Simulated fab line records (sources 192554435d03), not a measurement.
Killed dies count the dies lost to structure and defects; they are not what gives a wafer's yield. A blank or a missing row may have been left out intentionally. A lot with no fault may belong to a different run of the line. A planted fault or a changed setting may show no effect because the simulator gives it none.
A struck lot beside a sound one / flow n5Finfet / 38 out of 1938 route steps
Sound: wafers L871.3, L871.4, L871.6. Struck: wafer L889.2. (L889.6 of the same lot was not struck and is left out.) The cause comes at the end.
At each step with rows: each side's tool, then ch and its chambers, then its first start. Under that, the readings that differ: sound wafers / struck wafers / difference of the means / sigmas: that difference in standard deviations of wafers without a fault.
alike: same words and numbers on both sides, and readings whose means sit less than 2 such deviations apart. not compared: any withheld reading, any reading some wafer has no value for, any bound like >300 that may hide the same value, and any number with overlapping values for which the record gives no deviation.
A row with sigmas, a row that says differs or no value, or rows on one side alone: a step with any of these is where the two part. Numbers that have no deviation but don't overlap get no sigmas and don't part them. Lack of a reading on every wafer of one side parts them only where that side has two or more wafers.

first, 8 steps without rows for these wafers: N5_BEOL_M3_ANNEAL_51 (time 90 s); N5_BEOL_M3_CMP_52 (polishes, stops on SiOC, t overpolish 6.8 s, target thk 40 nm); N5_BEOL_M3_PRE_CLEAN_60 (time 15 s); N5_BEOL_M3_CO_CAP_55 (material Co, precursor CCTBA/H2, target thk 2 nm, time 102.1 s); N5_BEOL_M3_PRE_CLEAN_56 (time 15 s); N5_BEOL_M3_DEP_57 (deposits SiCN from 3MS/NH3, target thk 8 nm, time 14 s); N5_BEOL_M4_ILD_DEP_00 (deposits SiOC from DEMS/O2, target thk 79 nm, time 15.3 s); N5_BEOL_M4_PECVD_72 (deposits SiO2 from TEOS/O2, target thk 16 nm, time 18 s).
N5_BEOL_M4_HM_DEP_02: deposits TiN, target thk 20 nm.
  struck on pvdSputter-01, day 12 07:50; sound on pvdSputter-02, day 8 00:14
reading=model.TiN_of_BEOL_M4_HM_DEP_02.thkNm (nm); sound=20.2 20.2 20.2; struck=28.6; difference=+8.4; sigmas=
  alike: throttleValvePct
then, 16 steps without rows for these wafers: N5_BEOL_M4_COAT_61 (time 60 s, resist thk 60 nm); N5_BEOL_M4_COAT_62 (time 60 s, resist thk 12 nm); N5_BEOL_M4_COAT_73 (time 60 s, resist thk 5 nm); N5_BEOL_M4_COAT_05 (resist thk 30 nm); N5_BEOL_M4_EBR_07; N5_BEOL_M4_SOFTBAKE_06 (time 60 s); N5_BEOL_M4_EXPOSE_08 (exposes mask M4); N5_BEOL_M4_PEB_09 (peb time 60 s); N5_BEOL_M4_DEVELOP_10 (develop time 30 s); N5_BEOL_M4_DESCUM_16 (chemistry O2, time 7 s); N5_BEOL_M4_ETCH_74 (etches underlayer in N2/H2, target depth 6.5 nm, time 5.2 s); N5_BEOL_M4_ETCH_63 (etches SiARC in CF4, target depth 15.6 nm, time 26 s); N5_BEOL_M4_ETCH_64 (etches SOC in N2/H2, target depth 75 nm, overetch 22.5 nm, time 121.9 s); N5_BEOL_M4_STRIP_65 (strips in N2/H2); N5_BEOL_M4_STRIP_75 (strips in N2/H2); N5_BEOL_M4_STRIP_66 (strips in CF4).
N5_BEOL_M4_HM_OPEN_17: chemistry Cl2/BCl3, target TiN, target depth 20 nm, overetch 6 nm.
  sound on rieMetal-01 ch 0,1, day 8 02:01; struck on rieMetal-03 ch 0, day 12 08:37
reading=drypumpMotorCurrentA (A); sound=6.5 6.3 6.3; struck=5.4; difference=-1.0; sigmas=-2
reading=oesProductAu (a.u.); sound=0.51 0.54 0.54; struck=0.71; difference=+0.18; sigmas=+2
reading=rfHoursCounterH (h); sound=- - -; struck=69; difference=no value on the sound wafers; sigmas=
reading=model.etch.depthNm (nm); sound=20.26 20.12 20.14; struck=26.6; difference=+6.4; sigmas=
  alike: throttleValvePct
then, 8 steps without rows for these wafers: N5_BEOL_M4_STRIP_19 (strips in O2); N5_BEOL_M4_COAT_67 (time 60 s, resist thk 60 nm); N5_BEOL_M4_COAT_68 (time 60 s, resist thk 12 nm); N5_BEOL_M4_COAT_76 (time 60 s, resist thk 5 nm); N5_BEOL_M4_COAT_22 (resist thk 30 nm); N5_BEOL_M4_EBR_24; N5_BEOL_M4_SOFTBAKE_23 (time 60 s); N5_BEOL_M4_EXPOSE_25 (exposes mask V3, defocus 5 nm).
N5_BEOL_M4_TRENCH_ETCH_37: etches SiOC in C4F6/O2, target depth 55.555 nm, time 29.2 s.
  sound: rieDiel-01 ch 1,2; struck: rieDiel-03 ch 1
reading=model.TiN_of_BEOL_M4_HM_DEP_02.thkNm (nm); sound=18 17.8 17.8; struck=26.2; difference=+8.3; sigmas=
  alike: drypumpMotorCurrentA, oesProductAu, rfVppV, showerheadPlenumPTorr, throttleValvePct
  not compared: rfHoursCounterH
N5_BEOL_M4_OCD_MEAS_38:
  struck on ocd-01, day 12 11:35; sound on ocd-02, day 8 06:46
reading=trenchDepthNm (nm); sound=55.8 54.8 54.2; struck=38.7; difference=-16.2; sigmas=-12
N5_BEOL_M4_RC_MEAS_101:
  sound on prober-01 ch 0, day 8 11:59; struck on prober-01 ch 0, day 12 16:11
  alike: DIBL_N, DIBL_P, IOFF_N, IOFF_P, ION_N, ION_P, SS_N, SS_P, VT_N, VT_P
  not compared: CHAIN_V3_max_site, SERP_M4_max_site
-- here the record skips 4 days between the struck wafers' starts before and after, leaving off in module BEOL_M4 and picking up in module PASSIVATION (first step shown: number 1936 of the route) --
N5_PASSIVATION_PROBE_49:
  only the struck wafers here have rows in the record (prober-02, day 16 10:34); the sound ones have none

== WHERE THEY PART ==
Earliest at N5_BEOL_M4_HM_OPEN_17; latest, in this record, at N5_PASSIVATION_PROBE_49.

WHY: whatever the simulator had introduced
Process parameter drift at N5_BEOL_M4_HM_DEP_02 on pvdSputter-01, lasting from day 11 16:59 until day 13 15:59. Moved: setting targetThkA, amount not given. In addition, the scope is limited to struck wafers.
